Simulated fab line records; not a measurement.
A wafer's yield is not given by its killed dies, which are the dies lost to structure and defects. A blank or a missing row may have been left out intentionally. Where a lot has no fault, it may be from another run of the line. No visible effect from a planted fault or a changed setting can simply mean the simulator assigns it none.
8D (eight disciplines) problem report, filled in by code + flow n5_finfet + the parts of the form that need people (team, actions taken, sign-off) are left out

## 1. PROBLEM STATEMENT
M7_ILD_THK at N5_BEOL_M7_THK_MEAS_01 reads a mean of 205.4 nm on 3 wafers of 2 lots; wafers without a fault read 155.7 nm with a standard deviation of 1.8. That is +28 standard deviations from the usual mean.
The first sign was on wafer L576.1 at day 15 00:14, on film_metro-02. The record has a number at this step for 33 wafers belonging to 11 lots. Rule for "out", or "out of limits": more than 4 standard deviations from the usual mean. All remaining wafers that have a number are taken as sound.

## 2. WHAT IT IS, AND WHAT IT ISN'T
| question                    | is                           | is not                                                                          |
|-----------------------------|------------------------------|---------------------------------------------------------------------------------|
| which readings at this step | M7_ILD_THK                   | -                                                                               |
| which lots                  | L576, L577                   | L558, L559, L562, L563, L566, L567, L573, L579, L580                            |
| which wafers of those lots  | L576.1, L577.1, L577.3       | L576.2, L576.4, L577.2                                                          |
| read on which gauges        | film_metro-01, film_metro-02 | -                                                                               |
| when                        | from day 15 00:14            | up to then (23 sound wafers); but 7 sound wafers of L577, L579, L580 came after |

## 3. THE SUSPECTS, EACH WITH WHAT RULES IT OUT
Counting: any tool at a process step up to the reading remains a suspect provided it ran every lot that is out. Sound lots after the first of them don't rule it out here, since some wafers of a struck lot are sound.
- ruled out: the gauge at N5_BEOL_M7_THK_MEAS_01. Those wafers that are out were read across 2 gauges (film_metro-01, film_metro-02).
- pecvd-03 at N5_BEOL_M7_ILD_DEP_00 (deposits SiCOH lowk from DEMS/porogen, target thk 179.75 nm, time 33.4 s): kept. Every lot that is out went through it, the first being L576 (day 14 23:40); the last sound lot it ran before that was L567 (day 12 06:19).
- uv_cure-01 at N5_BEOL_M7_CURE_74 (cures SiCOH lowk, time 240 s): kept. Every lot that is out went through it, the first being L576 (day 14 23:44); the last sound lot it ran before that was L573 (day 14 21:48).
Left after counting: pecvd-03 at N5_BEOL_M7_ILD_DEP_00, uv_cure-01 at N5_BEOL_M7_CURE_74.

## 4. THE CAUSE (what the simulator had put in)
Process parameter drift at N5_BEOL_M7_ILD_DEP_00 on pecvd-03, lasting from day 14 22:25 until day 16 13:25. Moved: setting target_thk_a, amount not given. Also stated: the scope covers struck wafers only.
After counting, 2 suspects remain, this tool included.

## 5. THE EFFECT CHAIN, in route order
Each row: a reading whose mean over the struck wafers that have a number lies more than 3 standard deviations from the usual. Only readings whose record carries a usual standard deviation are examined. hours: median over the lots of the time between each lot's start at the first step of this table that gives one and its start at this step. sigmas: the change, counted in usual standard deviations.
| hours | step                   | reading    | usual    | on struck wafers | change | sigmas |
|-------|------------------------|------------|----------|------------------|--------|--------|
| 0     | N5_BEOL_M7_THK_MEAS_01 | M7_ILD_THK | 155.7 nm | 205.4            | +49.7  | +28    |

## 6. WHAT WOULD HAVE CAUGHT IT SOONER
The first out-of-limits reading at a measuring or inspecting step in this record came at day 15 00:14, 2 hours after the fault's start at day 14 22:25.
Of the tool readings at N5_BEOL_M7_ILD_DEP_00 for which the record gives a usual standard deviation, none was out on any struck wafer, so an alarm limit of 4 standard deviations on them would not have fired.
Of the lots that are out (2), L577 began N5_BEOL_M7_ILD_DEP_00 on pecvd-03 after day 15 00:14. A hold on the tool at that time would have spared it.
